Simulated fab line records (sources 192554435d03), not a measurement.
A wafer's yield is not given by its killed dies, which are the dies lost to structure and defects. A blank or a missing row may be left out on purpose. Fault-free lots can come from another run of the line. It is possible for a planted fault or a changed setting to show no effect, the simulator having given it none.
Matching of chambers -- flow n5-finfet -- rie-diel-02 running N5_SD_EPI_N_ETCHBACK_44: 4 sister chambers
The step etches SiNx in CH3F/O2, stops on SiO2, target depth 14.5 nm. 4 wafers are shown with their chamber, then 7 later ones without.

## EACH WAFER AND ITS CHAMBER
wafer,chamber,throttle-valve-pct (%)
L336.2,3,16.77
L336.6,0,16.29
L337.1,2,16.30
L337.2,1,16.52

## WAFERS MISSING THEIR CHAMBER
wafer,throttle-valve-pct (%)
L337.3,16.30
L338.3,16.32
L338.5,16.53
L338.6,16.33
L339.3,16.80
L339.4,16.32
L339.5,16.54

## CHAMBER TAKEN BY EACH
wafer,from the rows above,in truth
L337.3,can't be placed: 2 or 0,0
L338.3,can't be placed: 2 or 0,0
L338.5,1,1
L338.6,can't be placed: 2 or 0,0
L339.3,3,3
L339.4,can't be placed: 2 or 0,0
L339.5,1,1
3 of 7 placed correctly. Cannot be placed on the basis of these rows: 4; the candidates contain the true chamber in 4. Number placed wrongly: 0.
How it was worked out, from the rows above alone: a wafer's distance from a chamber is the root of the sum, over the readings, of the square of ((its reading less the chamber's mean) divided by the reading's scatter). The wafer belongs to the nearest chamber; if the next one is less than 2 further off, it can't be placed. A chamber's mean is the mean of its shown wafers. The scatter: with one shown wafer a chamber, the root of the mean of the squares of how far each hidden wafer lies from its nearest shown one.
